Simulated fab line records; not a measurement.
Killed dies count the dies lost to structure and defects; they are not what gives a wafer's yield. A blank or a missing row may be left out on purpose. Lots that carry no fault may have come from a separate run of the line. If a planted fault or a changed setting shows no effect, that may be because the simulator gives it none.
What tool caused it? ; flow nandHarc ; 24 lots, 72 wafers sampled, at 6 steps of a route of 1302

== WHAT EACH GAUGE READ, for each wafer ==
Not one reading of a measure or inspect step in the record can be checked against a usual standard deviation.

== EACH LOT AND THE TOOL THAT RAN IT (in order: tool; ch and the chambers of the sampled wafers; start) ==
lot;NHARC_A_STAIRCASE_ETCH_190;NHARC_A_STAIRCASE_ETCH_192;NHARC_A_STAIRCASE_TRIM_196;NHARC_A_STAIRCASE_TRIM_226;NHARC_A_STAIRCASE_ETCH_230;NHARC_A_STAIRCASE_ETCH_271
L074;rieDiel-07 ch 0,1,2, day 15 20:28 or earlier;rieDiel-07 ch 1,3, day 15 20:28 or earlier;rieDiel-07 ch 0,1,3, day 15 20:28;rieDiel-12 ch 0,2,3, day 16 09:34 or earlier;rieDiel-12 ch 0,2,3, day 16 09:34 or earlier;rieDiel-07 ch 0,3, day 16 09:34
L076;rieDiel-04 ch 1,2,3, day 16 22:23 or earlier;rieDiel-04 ch 0,1,2, day 16 22:23 or earlier;rieDiel-04 ch 0,1,2, day 16 22:23;rieDiel-07 ch 0,1,3, day 17 10:25 or earlier;rieDiel-07 ch 1,2,3, day 17 10:25 or earlier;rieDiel-07 ch 0,1,2, day 17 10:25
L075;rieDiel-07 ch 0,1, day 17 01:58 or earlier;rieDiel-07 ch 1,2,3, day 17 01:58 or earlier;rieDiel-04 ch 2,3, day 17 01:58;rieDiel-07 ch 2,3, day 17 12:24 or earlier;rieDiel-04 ch 0,3, day 17 12:24 or earlier;rieDiel-12 ch 1,2, day 17 12:24
L077;rieDiel-04 ch 0,3, day 17 12:18 or earlier;rieDiel-04 ch 0,2, day 17 12:18 or earlier;rieDiel-04 ch 0,1,3, day 17 12:18;rieDiel-04 ch 2,3, day 17 22:56 or earlier;rieDiel-04 ch 0,1,3, day 17 22:56 or earlier;rieDiel-12 ch 1,3, day 17 22:56
L078;rieDiel-12 ch 2,3, day 17 18:22 or earlier;rieDiel-12 ch 1,2, day 17 18:22 or earlier;rieDiel-12 ch 1,2, day 17 18:22;rieDiel-12 ch 1,2,3, day 18 05:28 or earlier;rieDiel-12 ch 2,3, day 18 05:28 or earlier;rieDiel-04 ch 1,2, day 18 05:28
L079;rieDiel-07 ch 0,1,3, day 18 09:32 or earlier;rieDiel-07 ch 1,2, day 18 09:32 or earlier;rieDiel-12 ch 0,1,2, day 18 09:32;rieDiel-07 ch 1,2, day 18 19:29 or earlier;rieDiel-07 ch 0,3, day 18 19:29 or earlier;rieDiel-07 ch 0,1,2, day 18 19:29
L080;rieDiel-04 ch 0,2,3, day 18 16:29 or earlier;rieDiel-04 ch 0,2,3, day 18 16:29 or earlier;rieDiel-04 ch 0,2,3, day 18 16:29;rieDiel-12 ch 0,2, day 19 05:51 or earlier;rieDiel-07 ch 1,3, day 19 05:51 or earlier;rieDiel-07 ch 0,1,2, day 19 05:51
L081;rieDiel-12 ch 1,2, day 18 17:14 or earlier;rieDiel-12 ch 1,2,3, day 18 17:14 or earlier;rieDiel-12 ch 0,1,3, day 18 17:14;rieDiel-04 ch 1,2,3, day 19 10:17 or earlier;rieDiel-12 ch 0,1,2, day 19 10:17 or earlier;rieDiel-12 ch 1,3, day 19 10:17
L082;rieDiel-04 ch 0,1, day 19 06:39 or earlier;rieDiel-04 ch 0,2,3, day 19 06:39 or earlier;rieDiel-12 ch 1,3, day 19 06:39;rieDiel-07 ch 2,3, day 19 20:38 or earlier;rieDiel-07 ch 0,1, day 19 20:38 or earlier;rieDiel-04 ch 0,1,2, day 19 20:38
L085;rieDiel-04 ch 0,1, day 20 03:32 or earlier;rieDiel-04 ch 1,2, day 20 03:32 or earlier;rieDiel-07 ch 1,3, day 20 03:32;rieDiel-04 ch 1,3, day 20 16:17 or earlier;rieDiel-04 ch 1, day 20 16:17 or earlier;rieDiel-04 ch 1,3, day 20 16:17
L083;rieDiel-07 ch 0,2,3, day 20 04:01 or earlier;rieDiel-07 ch 0,2,3, day 20 04:01 or earlier;rieDiel-07 ch 1,3, day 20 04:01;rieDiel-12 ch 1,2,3, day 20 17:38 or earlier;rieDiel-12 ch 1,2, day 20 17:38 or earlier;rieDiel-12 ch 0,1,3, day 20 17:38
L084;rieDiel-07 ch 0,1, day 20 06:57 or earlier;rieDiel-07 ch 0,1,2, day 20 06:57 or earlier;rieDiel-07 ch 0,2,3, day 20 06:57;rieDiel-04 ch 1,3, day 20 11:21 or earlier;rieDiel-04 ch 1,3, day 20 11:21;rieDiel-04 ch 0,3, day 20 18:49
L086;rieDiel-04 ch 1,3, day 21 00:29 or earlier;rieDiel-04 ch 0,3, day 21 00:29 or earlier;rieDiel-07 ch 0,2,3, day 21 00:29;rieDiel-07 ch 1,2,3, day 21 16:19 or earlier;rieDiel-12 ch 1,2,3, day 21 16:19 or earlier;rieDiel-07 ch 1,2,3, day 21 16:19
L087;rieDiel-07 ch 0,2,3, day 21 12:17 or earlier;rieDiel-07 ch 0,1,2, day 21 12:17 or earlier;rieDiel-04 ch 0,1, day 21 12:17;rieDiel-12 ch 0,2,3, day 22 01:40 or earlier;rieDiel-04 ch 1,2,3, day 22 01:40 or earlier;rieDiel-12 ch 0,1,2, day 22 01:40
L088;rieDiel-07 ch 0,1,2, day 22 06:19 or earlier;rieDiel-07 ch 0,1, day 22 06:19 or earlier;rieDiel-07 ch 1,3, day 22 06:19;rieDiel-12 ch 1,2,3, day 22 19:42 or earlier;rieDiel-07 ch 0,1, day 22 19:42 or earlier;rieDiel-04 ch 0,1,2, day 22 19:42
L089;rieDiel-12 ch 1,2, day 22 07:25 or earlier;rieDiel-12 ch 0,3, day 22 07:25 or earlier;rieDiel-12 ch 2,3, day 22 07:25;rieDiel-04 ch 0,2,3, day 22 21:41 or earlier;rieDiel-04 ch 2,3, day 22 21:41 or earlier;rieDiel-07 ch 0,1,3, day 22 21:41
L091;rieDiel-07 ch 0,1, day 22 20:33 or earlier;rieDiel-07 ch 1,3, day 22 20:33 or earlier;rieDiel-07 ch 0,1,3, day 22 20:33;rieDiel-07 ch 0,3, day 23 07:52 or earlier;rieDiel-07 ch 1,2,3, day 23 07:52 or earlier;rieDiel-12 ch 0,3, day 23 07:52
L090;rieDiel-12 ch 1,3, day 22 21:01 or earlier;rieDiel-12 ch 1,3, day 22 21:01 or earlier;rieDiel-12 ch 0,1,2, day 22 21:01;rieDiel-12 ch 1,3, day 23 10:35 or earlier;rieDiel-12 ch 1,3, day 23 10:35 or earlier;rieDiel-12 ch 0,1, day 23 10:35
L092;rieDiel-12 ch 0,2,3, day 23 14:17 or earlier;rieDiel-12 ch 0,1, day 23 14:17 or earlier;rieDiel-12 ch 1,3, day 23 14:17;rieDiel-12 ch 0,1,3, day 24 02:19 or earlier;rieDiel-07 ch 0,1,2, day 24 02:19 or earlier;rieDiel-04 ch 1,3, day 24 02:19
L093;rieDiel-12 ch 0,1,2, day 23 18:07 or earlier;rieDiel-12 ch 0,2,3, day 23 18:07 or earlier;rieDiel-04 ch 1,2,3, day 23 18:07;rieDiel-12 ch 0,1,3, day 24 04:08 or earlier;rieDiel-12 ch 0,1,3, day 24 04:08 or earlier;rieDiel-12 ch 0,2,3, day 24 04:08
L094;rieDiel-04 ch 0,3, day 24 21:19 or earlier;rieDiel-04 ch 0,2,3, day 24 21:19 or earlier;rieDiel-04 ch 0,2,3, day 24 21:19;rieDiel-12 ch 0,2,3, day 25 07:56 or earlier;rieDiel-07 ch 0,1,3, day 25 07:56 or earlier;rieDiel-07 ch 2,3, day 25 07:56
L095;rieDiel-12 ch 1,2,3, day 24 21:28 or earlier;rieDiel-12 ch 0,2,3, day 24 21:28 or earlier;rieDiel-12 ch 0,2,3, day 24 21:28;rieDiel-04 ch 0,2,3, day 25 09:50 or earlier;rieDiel-12 ch 2,3, day 25 09:50 or earlier;rieDiel-04 ch 0,1, day 25 09:50
L097;rieDiel-07 ch 0,3, day 25 12:16 or earlier;rieDiel-07 ch 2,3, day 25 12:16 or earlier;rieDiel-12 ch 0,3, day 25 12:16;rieDiel-12 ch 2,3, day 26 03:24 or earlier;rieDiel-07 ch 1,2,3, day 26 03:24 or earlier;rieDiel-07 ch 0,1, day 26 03:24
L096;rieDiel-07 ch 1,2, day 25 12:35 or earlier;rieDiel-07 ch 1,3, day 25 12:35 or earlier;rieDiel-07 ch 0,1,2, day 25 12:35;rieDiel-12 ch 1,3, day 26 03:32 or earlier;rieDiel-04 ch 2,3, day 26 03:32 or earlier;rieDiel-04 ch 1,2, day 26 03:32
- NHARC_A_STAIRCASE_ETCH_190: etches the open film in C4F8/O2, target depth 100 nm, time 40.5 s.
- NHARC_A_STAIRCASE_ETCH_192: etches the open film in C4F8/O2, target depth 100 nm, time 40.5 s.
- NHARC_A_STAIRCASE_TRIM_196: chemistry O2, time 211.2 s.
- NHARC_A_STAIRCASE_TRIM_226: chemistry O2, time 211.2 s.
- NHARC_A_STAIRCASE_ETCH_230: etches the open film in C4F8/O2, target depth 100 nm, time 40.5 s.
- NHARC_A_STAIRCASE_ETCH_271: etches the open film in CF4/CHF3.

== WHAT THE TOOLS THEMSELVES READ (means of the sampled wafers that have a number; where no wafer has one, the mark that the record gives instead) ==
NHARC_A_STAIRCASE_ETCH_190.
lot;tool;oesProductAu (a.u.);rfVppV (V)
L074;rieDiel-07;0.941;890
L076;rieDiel-04;0.934;898
L075;rieDiel-07;0.940;891
L077;rieDiel-04;0.935;892
L078;rieDiel-12;0.932;891
L079;rieDiel-07;0.950;891
L080;rieDiel-04;0.943;891
L081;rieDiel-12;0.943;890
L082;rieDiel-04;0.930;894
L085;rieDiel-04;0.945;899
L083;rieDiel-07;0.943;891
L084;rieDiel-07;0.950;888
L086;rieDiel-04;0.934;901
L087;rieDiel-07;0.951;896
L088;rieDiel-07;0.933;896
L089;rieDiel-12;0.943;890
L091;rieDiel-07;0.940;896
L090;rieDiel-12;0.947;892
L092;rieDiel-12;0.944;890
L093;rieDiel-12;0.943;890
L094;rieDiel-04;0.951;898
L095;rieDiel-12;0.951;890
L097;rieDiel-07;0.950;898
L096;rieDiel-07;0.936;892

NHARC_A_STAIRCASE_ETCH_192.
lot;tool;oesProductAu (a.u.);rfVppV (V)
L074;rieDiel-07;0.941;893
L076;rieDiel-04;0.942;896
L075;rieDiel-07;0.939;893
L077;rieDiel-04;0.936;890
L078;rieDiel-12;0.948;892
L079;rieDiel-07;0.946;891
L080;rieDiel-04;0.951;892
L081;rieDiel-12;0.940;890
L082;rieDiel-04;0.940;892
L085;rieDiel-04;0.945;899
L083;rieDiel-07;0.950;891
L084;rieDiel-07;0.951;889
L086;rieDiel-04;0.939;888
L087;rieDiel-07;0.940;896
L088;rieDiel-07;0.938;901
L089;rieDiel-12;0.934;890
L091;rieDiel-07;0.943;894
L090;rieDiel-12;0.938;892
L092;rieDiel-12;0.934;891
L093;rieDiel-12;0.946;890
L094;rieDiel-04;0.944;898
L095;rieDiel-12;0.950;890
L097;rieDiel-07;0.943;892
L096;rieDiel-07;0.932;893

NHARC_A_STAIRCASE_TRIM_196.
lot;tool;drypumpMotorCurrentA (A);oesProductAu (a.u.);rfVppV (V);showerheadPlenumPTorr (Torr);throttleValvePct (%)
L074;rieDiel-07;5.5;1.003;57.5;3.42;17.031
L076;rieDiel-04;5.7;1.006;57.6;3.54;17.045
L075;rieDiel-04;5.9;0.997;57.5;3.53;17.028
L077;rieDiel-04;5.9;1.003;58.3;3.53;17.033
L078;rieDiel-12;5.8;0.998;57.0;3.39;17.036
L079;rieDiel-12;6.0;0.993;57.3;3.39;17.037
L080;rieDiel-04;5.9;1.000;57.0;3.43;17.043
L081;rieDiel-12;5.9;0.999;57.0;3.41;17.041
L082;rieDiel-12;5.4;0.991;57.0;3.44;17.040
L085;rieDiel-07;5.6;1.001;57.4;3.45;17.032
L083;rieDiel-07;5.6;0.995;58.0;3.45;17.034
L084;rieDiel-07;5.4;1.006;56.9;3.38;17.036
L086;rieDiel-07;5.4;0.996;57.6;3.56;17.021
L087;rieDiel-04;5.6;1.001;58.4;3.44;17.038
L088;rieDiel-07;5.6;1.004;58.0;3.47;17.044
L089;rieDiel-12;5.8;1.005;57.4;3.37;17.036
L091;rieDiel-07;5.6;0.995;58.0;3.57;17.037
L090;rieDiel-12;5.9;1.007;58.1;3.37;17.041
L092;rieDiel-12;5.3;0.997;57.7;3.42;17.041
L093;rieDiel-04;5.9;1.001;58.7;3.58;17.032
L094;rieDiel-04;5.9;0.994;57.9;3.59;17.036
L095;rieDiel-12;6.2;1.003;57.9;3.35;17.044
L097;rieDiel-12;6.3;1.001;57.2;3.35;17.037
L096;rieDiel-07;5.5;0.996;57.8;3.51;17.038

NHARC_A_STAIRCASE_TRIM_226.
lot;tool;drypumpMotorCurrentA (A);oesProductAu (a.u.);rfVppV (V);showerheadPlenumPTorr (Torr);throttleValvePct (%)
L074;rieDiel-12;6.1;0.991;56.7;3.39;17.034
L076;rieDiel-07;5.6;0.995;57.8;3.41;17.035
L075;rieDiel-07;5.4;0.997;58.0;3.42;17.039
L077;rieDiel-04;5.9;0.987;58.8;3.52;17.039
L078;rieDiel-12;5.7;0.994;57.1;3.41;17.047
L079;rieDiel-07;5.6;0.997;56.7;3.41;17.038
L080;rieDiel-12;6.3;0.993;58.0;3.36;17.033
L081;rieDiel-04;5.9;0.996;58.2;3.60;17.036
L082;rieDiel-07;5.5;0.997;57.5;3.46;17.024
L085;rieDiel-04;5.9;0.997;58.5;3.69;17.038
L083;rieDiel-12;5.6;1.001;57.9;3.40;17.034
L084;rieDiel-04;6.2;1.005;58.6;3.58;17.035
L086;rieDiel-07;5.5;0.994;57.7;3.43;17.036
L087;rieDiel-12;6.1;1.006;57.2;3.37;17.035
L088;rieDiel-12;5.6;1.003;57.2;3.39;17.039
L089;rieDiel-04;5.9;0.999;57.4;3.42;17.032
L091;rieDiel-07;5.5;0.994;57.7;3.70;17.040
L090;rieDiel-12;5.5;1.001;57.3;3.41;17.036
L092;rieDiel-12;5.8;1.002;57.3;3.38;17.032
L093;rieDiel-12;5.8;1.005;57.0;3.38;17.038
L094;rieDiel-12;6.2;1.007;57.5;3.35;17.025
L095;rieDiel-04;5.9;0.994;58.9;3.59;17.026
L097;rieDiel-12;6.0;1.001;57.8;3.35;17.044
L096;rieDiel-12;5.6;0.998;57.2;3.39;17.026

NHARC_A_STAIRCASE_ETCH_230.
lot;tool;oesProductAu (a.u.);rfVppV (V)
L074;rieDiel-12;0.938;890
L076;rieDiel-07;0.951;893
L075;rieDiel-04;0.925;892
L077;rieDiel-04;0.947;896
L078;rieDiel-12;0.948;891
L079;rieDiel-07;0.936;892
L080;rieDiel-07;0.916;894
L081;rieDiel-12;0.957;891
L082;rieDiel-07;0.940;888
L085;rieDiel-04;0.942;905
L083;rieDiel-12;0.937;892
L084;rieDiel-04;0.937;898
L086;rieDiel-12;0.965;892
L087;rieDiel-04;0.957;899
L088;rieDiel-07;0.960;902
L089;rieDiel-04;0.938;895
L091;rieDiel-07;0.919;892
L090;rieDiel-12;0.943;891
L092;rieDiel-07;0.967;895
L093;rieDiel-12;0.949;891
L094;rieDiel-07;0.963;897
L095;rieDiel-12;0.922;889
L097;rieDiel-07;0.969;892
L096;rieDiel-04;0.958;895

NHARC_A_STAIRCASE_ETCH_271.
lot;tool;drypumpMotorCurrentA (A);oesProductAu (a.u.);rfVppV (V);showerheadPlenumPTorr (Torr);throttleValvePct (%)
L074;rieDiel-07;5.5;0.982;369.0;1.53;16.803
L076;rieDiel-07;5.5;0.973;368.0;1.50;16.799
L075;rieDiel-12;5.7;0.940;367.9;1.51;16.805
L077;rieDiel-12;5.6;0.948;368.8;1.53;16.807
L078;rieDiel-04;5.7;0.920;372.6;1.61;16.803
L079;rieDiel-07;5.5;0.922;367.7;1.50;16.809
L080;rieDiel-07;5.5;0.969;368.4;1.50;16.799
L081;rieDiel-12;5.4;0.973;369.6;1.53;16.809
L082;rieDiel-04;5.7;0.937;370.1;1.57;16.801
L085;rieDiel-04;6.1;0.939;371.4;1.60;16.812
L083;rieDiel-12;5.8;0.971;369.2;1.51;16.805
L084;rieDiel-04;6.1;0.941;368.2;1.52;16.807
L086;rieDiel-07;5.5;0.964;369.7;1.52;16.806
L087;rieDiel-12;5.9;0.930;369.1;1.50;16.799
L088;rieDiel-04;5.7;0.965;371.2;1.57;16.803
L089;rieDiel-07;5.5;0.949;371.1;1.59;16.799
L091;rieDiel-12;6.0;0.921;368.1;1.50;16.809
L090;rieDiel-12;6.1;0.982;368.0;1.50;16.798
L092;rieDiel-04;6.1;0.968;370.9;1.59;16.802
L093;rieDiel-12;6.1;0.928;367.7;1.49;16.797
L094;rieDiel-07;5.4;0.923;368.4;1.51;16.809
L095;rieDiel-04;5.6;0.963;374.4;1.69;16.797
L097;rieDiel-07;5.5;0.929;371.7;1.63;16.797
L096;rieDiel-04;5.7;0.960;372.6;1.64;16.797

== THE ANSWER, worked out from the rows above alone ==
Rule: the lots themselves supply what counts as usual. The widest of any qualifying gaps counts: lots, ordered by their means at a reading, are off when they make up no more than a third of the lots, leave a main group of 4 or more, and stand apart from it by 3 or more times the standard deviation of that group's means. Not used: any main group whose means are identical at the precision the tables above print for the reading. Also off: a lot with no number at a reading for which 4 or more lots have one. Any other lot the step has rows for is counted as sound. Order of review: gauges by route order, followed by the tools' own readings, for which a lot's mean as printed above is used. At the first step where some lot is off, the reading lying furthest off is the one used; lots without a number count as furthest.
Nothing can be told from this: no lot is off at any reading shown.

== WHAT THE SIMULATOR HAD PUT IN ==
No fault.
